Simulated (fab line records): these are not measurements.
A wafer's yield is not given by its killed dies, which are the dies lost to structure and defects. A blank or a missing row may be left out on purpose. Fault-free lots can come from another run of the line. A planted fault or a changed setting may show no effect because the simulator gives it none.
Struck lot and sound lot, side by side    flow nand-harc    24 steps out of a route of 1302
Sound: wafers L548.1, L548.4, L548.6. Wafers struck: L558.4, L558.5, L558.6. The cause is named last.
Per side, at each step with rows, come the tool, then ch with its chambers, and then its first start. Under that, the readings that differ: sound wafers    struck wafers    difference of the means    sigmas: that difference in standard deviations of wafers without a fault.
alike: same words and numbers on both sides, and readings whose means sit less than 2 such deviations apart. not compared: any withheld reading, any reading some wafer has no value for, any bound like >300 that may hide the same value, and any number with overlapping values for which the record gives no deviation.
Wherever a step has rows on one side only, a row that says differs or no value, or a row with sigmas, the two part there. When numbers do not overlap yet have no deviation, they are printed without sigmas and do not part them. Lack of a reading on every wafer of one side parts them only where that side has two or more wafers.

first, 4 steps without rows for these wafers: NHARC_P_GATE_PRECLEAN_71 (cleans in SC1); NHARC_P_GATE_SRD_72; NHARC_P_GATE_OXIDE_16 (material SiO2, target thk 3 nm, ox time 392 s); NHARC_P_GATE_CVD_17 (deposits poly-Si, target thk 150 nm, time 900 s).
NHARC_P_GATE_HM_DEP_102: deposits aC, target thk 120 nm.
  sound on acl-dep-01 ch 0, day 7 02:32; struck on acl-dep-03 ch 0, day 11 03:31
  alike: throttle-valve-pct
NHARC_P_GATE_DEP_103: deposits SiON, target thk 30 nm.
  sound on pecvd-02 ch 1,2, day 7 03:16; struck on pecvd-03 ch 0,1,2, day 11 03:56
  alike: heater-power-w
then, 6 steps without rows for these wafers: NHARC_P_GATE_DEHYDRATE_18 (time 120 s); NHARC_P_GATE_HMDS_19 (time 30 s); NHARC_P_GATE_COAT_20 (resist thk 90 nm); NHARC_P_GATE_SOFTBAKE_21 (time 55 s); NHARC_P_GATE_EBR_22; NHARC_P_GATE_EXPOSE_23 (exposes mask P GATE, target cd 120 nm).
NHARC_P_GATE_PEB_24: peb time 65 s.
  sound on litho-track-06 ch 0, day 7 03:48; struck on litho-track-06 ch 0, day 11 04:20
then, 1 step without rows for these wafers: NHARC_P_GATE_DEVELOP_25 (develop time 35 s).
NHARC_P_GATE_CD_MEAS_26 targets a cd of 120 nm.
  sound on cd-sem-03 ch 0, day 7 03:53; struck on cd-sem-03 ch 0, day 11 04:25
reading     sound              struck             difference  sigmas
cd-nm (nm)  119.6 119.7 119.6  111.8 112.9 111.5  -7.6        -12
NHARC_P_GATE_OVL_MEAS_27:
  struck on overlay-01, day 11 04:29; sound on overlay-01, day 7 03:58
  alike: overlay-x-nm, overlay-y-nm
NHARC_P_GATE_INSPECT_28:
  struck on defect-inspect-02, day 11 04:32; sound on defect-inspect-02, day 7 04:00
  alike: raw-defect-count
NHARC_P_GATE_DESCUM_31: chemistry O2, time 3 s.
  sound on rie-diel-06 ch 1,2, day 7 04:04; struck on rie-diel-06 ch 0,1, day 11 04:36
reading                  sound              struck             difference  sigmas
model.P_GATE.cd-nm (nm)  119.4 120.2 120.5  113.1 113.9 111.5  -7.2        
  alike: drypump-motor-current-A, oes-product-au, rf-vpp-V, showerhead-plenum-p-Torr, throttle-valve-pct
  not compared: rf-hours-counter-h
NHARC_P_GATE_ETCH_104: etches the open film in CF4/CHF3, target depth 60 nm.
  sound on rie-diel-06 ch 0,3, day 7 04:09; struck on rie-diel-06 ch 0,1,2, day 11 04:41
  alike: bias-w, drypump-motor-current-A, oes-product-au, rf-vpp-V, showerhead-plenum-p-Torr, throttle-valve-pct
then, 2 steps without rows for these wafers: NHARC_P_GATE_HM_OPEN_105 (chemistry O2/COS, target depth 360 nm); NHARC_P_GATE_STRIP_106 (strips in O2/COS).
NHARC_P_GATE_ETCH_114: etches the open film in CF4/O2, target depth 30 nm, overetch 3 nm, time 16.5 s.
  sound on rie-diel-06 ch 0,2,3; struck on rie-diel-06 ch 1,2
  alike: bias-w, drypump-motor-current-A, oes-product-au, rf-vpp-V, showerhead-plenum-p-Torr, throttle-valve-pct
  not compared: rf-hours-counter-h
NHARC_P_GATE_ETCH_32: etches the open film in HBr/Cl2, target depth 150 nm, time 100.1 s.
  sound on rie-si-04 ch 0,3, day 7 04:32; struck on rie-si-04 ch 0,2,3, day 11 05:06
reading                  sound              struck           difference  sigmas
model.P_GATE.cd-nm (nm)  120.2 119.2 125.3  112.3 113 109.8  -9.9        
  alike: bias-w, drypump-motor-current-A, oes-product-au, throttle-valve-pct
  not compared: rf-hours-counter-h
NHARC_P_GATE_STRIP_108: strips in O2.
  sound on rie-diel-03 ch 1,2, day 7 04:42; struck on rie-diel-03 ch 0,3, day 11 05:14
  alike: drypump-motor-current-A, oes-product-au, rf-vpp-V, showerhead-plenum-p-Torr, throttle-valve-pct
  not compared: rf-hours-counter-h

WHERE THEY PART
Only at NHARC_P_GATE_CD_MEAS_26, as far as this record shows. Later steps at which nothing parts them and some readings are alike: NHARC_P_GATE_OVL_MEAS_27, NHARC_P_GATE_INSPECT_28, NHARC_P_GATE_DESCUM_31, NHARC_P_GATE_ETCH_104, NHARC_P_GATE_ETCH_114, NHARC_P_GATE_ETCH_32, NHARC_P_GATE_STRIP_108.

WHY: what the simulator had put in
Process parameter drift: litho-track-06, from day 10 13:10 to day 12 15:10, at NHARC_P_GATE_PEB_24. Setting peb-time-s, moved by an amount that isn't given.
